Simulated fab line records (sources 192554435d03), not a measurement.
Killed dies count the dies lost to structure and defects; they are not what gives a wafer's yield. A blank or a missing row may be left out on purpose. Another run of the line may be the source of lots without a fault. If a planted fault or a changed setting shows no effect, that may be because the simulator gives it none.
Which of the tools did it?    flow n5Finfet    10 lots, 30 wafers sampled, at 2 steps of a route of 1938

== WHAT THE GAUGES READ, wafer by wafer ==
N5_BEOL_M9_CD_MEAS_11: the cd target is 64.1 nm.
lot   measured      on        cdNm (nm)
L254  day 10 00:08  cdSem-03  62.8 63.7 63.6
L258  day 11 06:22  cdSem-03  63.8 63.8 63.3
L259  day 11 16:25  cdSem-01  63.6 63.0 63.7
L265  day 13 05:41  cdSem-01  63.9 63.0 63.1
L268  day 14 10:31  cdSem-01  64.3 64.1 64.1
L269  day 14 17:26  cdSem-02  63.9 64.5 64.4
L271  day 14 21:14  cdSem-03  63.8 63.5 64.3
L272  day 14 22:07  cdSem-02  64.1 64.2 64.1
L273  day 15 02:07  cdSem-02  64.3 65.1 63.7
L276  day 16 09:03  cdSem-03  64.4 64.2 64.0

== EACH LOT AND THE TOOL THAT RAN IT (in order: tool; ch and the chambers of the sampled wafers; start) ==
lot   N5_BEOL_M9_HM_DEP_02
L254  pvdSputter-03, day 9 23:38
L258  pvdSputter-02, day 11 05:51
L259  pvdSputter-02, day 11 15:55
L265  pvdSputter-03, day 13 05:11
L268  pvdSputter-03, day 14 10:08
L269  pvdSputter-01, day 14 16:54
L271  pvdSputter-02, day 14 20:52
L272  pvdSputter-03, day 14 21:44
L273  pvdSputter-01, day 15 01:44
L276  pvdSputter-01, day 16 08:34
- N5_BEOL_M9_HM_DEP_02: deposits TiN, target thk 20 nm.

== THE ANSWER, worked out from the rows above alone ==
Rule: what is usual is taken from the lots themselves. Put in order of their means at a reading, lots are off if they are a third of the lots or fewer, leave a main group of 4 or more, and stand apart from it by a gap of 3 or more times the standard deviation of the main group's means; of several such gaps the widest counts. Not used: any main group whose means are identical at the precision the tables above print for the reading. Also off: a lot with no number at a reading for which 4 or more lots have one. Where the step has rows for the other lots, those lots are counted as sound.
No lot is off at any reading shown: from this, nothing can be told.

== WHAT THE SIMULATOR HAD INSERTED ==
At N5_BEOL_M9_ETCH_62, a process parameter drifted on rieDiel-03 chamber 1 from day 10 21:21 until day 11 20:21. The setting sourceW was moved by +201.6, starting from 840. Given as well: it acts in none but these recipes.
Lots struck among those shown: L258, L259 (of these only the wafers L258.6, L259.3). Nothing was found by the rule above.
